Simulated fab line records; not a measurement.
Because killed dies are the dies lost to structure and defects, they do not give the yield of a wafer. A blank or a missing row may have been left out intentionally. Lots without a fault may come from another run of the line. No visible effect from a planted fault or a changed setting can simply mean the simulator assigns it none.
Struck lot and sound lot, side by side ; flow nandHarc ; 15 steps out of a route of 1302
Sound: the wafers L794.2, L794.3, L794.5. The struck wafers were L809.3, L809.4, L809.6. The cause is given at the end.
For every step that has rows: the tool of each side, followed by ch and its chambers, followed by its first start. Under that, the readings that differ: sound wafers ; struck wafers ; difference of the means ; sigmas: that difference in standard deviations of wafers without a fault.
alike: a reading whose means differ by less than 2 such deviations, as well as words and numbers matching on both sides. not compared: withheld readings; readings where some wafer has no value; bounds like >300 that might hide an equal value; numbers whose values overlap and for which the record gives no deviation.
A row with sigmas, a row that says differs or no value, or rows on one side alone: a step with any of these is where the two part. Numbers that don't overlap but have no deviation are shown without sigmas and don't part them. A reading missing from all wafers of one side parts the sides only when that side holds two or more wafers.

first, 8 steps without rows for these wafers: NHARC_A_CONTACT_COAT_61 (time 75 s); NHARC_A_CONTACT_COAT_62 (time 65 s); NHARC_A_CONTACT_COAT_63 (resist thk 90 nm); NHARC_A_CONTACT_SOFTBAKE_64 (time 55 s); NHARC_A_CONTACT_EBR_65; NHARC_A_CONTACT_EXPOSE_66 (exposes mask A CC 2); NHARC_A_CONTACT_PEB_67 (peb time 65 s); NHARC_A_CONTACT_DEVELOP_68 (develop time 35 s).
NHARC_A_CONTACT_CD_MEAS_69 targets a cd of 300 nm.
  sound on cdSem-03 ch 0, day 23 11:04; struck on cdSem-03 ch 0, day 29 13:05
  alike: cdNm
NHARC_A_CONTACT_OVL_MEAS_70:
  sound: overlay-01 at day 23 11:08; struck: overlay-01 at day 29 13:11
reading;sound;struck;difference;sigmas
overlayXNm (nm);-1.0 -1.7 -1.3;1.2 1.3 1.0;+2.5;+3
  alike: overlayYNm
NHARC_A_CONTACT_INSPECT_71:
  sound: defectInspect-01 at day 23 11:11; struck: defectInspect-02 at day 29 13:13
reading;sound;struck;difference;sigmas
rawDefectCount;17 23 21;102 97 84;+74;+2
NHARC_A_CONTACT_DESCUM_74: chemistry O2, time 3 s.
  sound on rieDiel-11 ch 0,2, day 23 11:19; struck on rieDiel-11 ch 0,1, day 29 13:16
  alike: drypumpMotorCurrentA, oesProductAu, rfVppV, showerheadPlenumPTorr, throttleValvePct
  not compared: rfHoursCounterH
NHARC_A_CONTACT_ETCH_75: etches the open film in CF4, target depth 39 nm, time 65 s.
  sound on rieDiel-11 ch 0,1, day 23 11:25; struck on rieDiel-11 ch 0,3, day 29 13:22
reading;sound;struck;difference;sigmas
oesProductAu (a.u.);0.992 0.986 0.985;0.840 0.831 0.822;-0.157;-14
  alike: drypumpMotorCurrentA, rfVppV, showerheadPlenumPTorr, throttleValvePct
  not compared: rfHoursCounterH
NHARC_A_CONTACT_ETCH_76: etches the open film in N2/H2, target depth 260 nm, time 475.3 s.
  sound on rieDiel-11 ch 0,2; struck on rieDiel-11 ch 2,3
  alike: drypumpMotorCurrentA, oesProductAu, rfVppV, showerheadPlenumPTorr, throttleValvePct
  not compared: rfHoursCounterH
-- record jumps: 3 days between struck wafers' starts before vs after; left off in module A_CONTACT, resumes in module END, first step shown is number 1302 of the route --
NHARC_END_SORT_01:
  sound on prober-01 ch 0, day 25 22:28; struck on prober-02 ch 0, day 32 07:11
reading;sound;struck;difference;sigmas
hold;- - -;awaitDispo/3.5h/release awaitDispo/3.5h/release awaitDispo/3.5h/release;no value on the sound wafers;
killedAtArray;20 25 19;170 140 107;+118;+6
killedAtOther;3 4 2;0 1 0;-3;-3
killedDies;28 37 26;171 144 107;+110;+6
  alike: killedAtPeriphery, killedOpen, killedShort

== WHERE THEY PART ==
Earliest at NHARC_A_CONTACT_OVL_MEAS_70; latest, in this record, at NHARC_END_SORT_01.

WHY: what had been put in by the simulator
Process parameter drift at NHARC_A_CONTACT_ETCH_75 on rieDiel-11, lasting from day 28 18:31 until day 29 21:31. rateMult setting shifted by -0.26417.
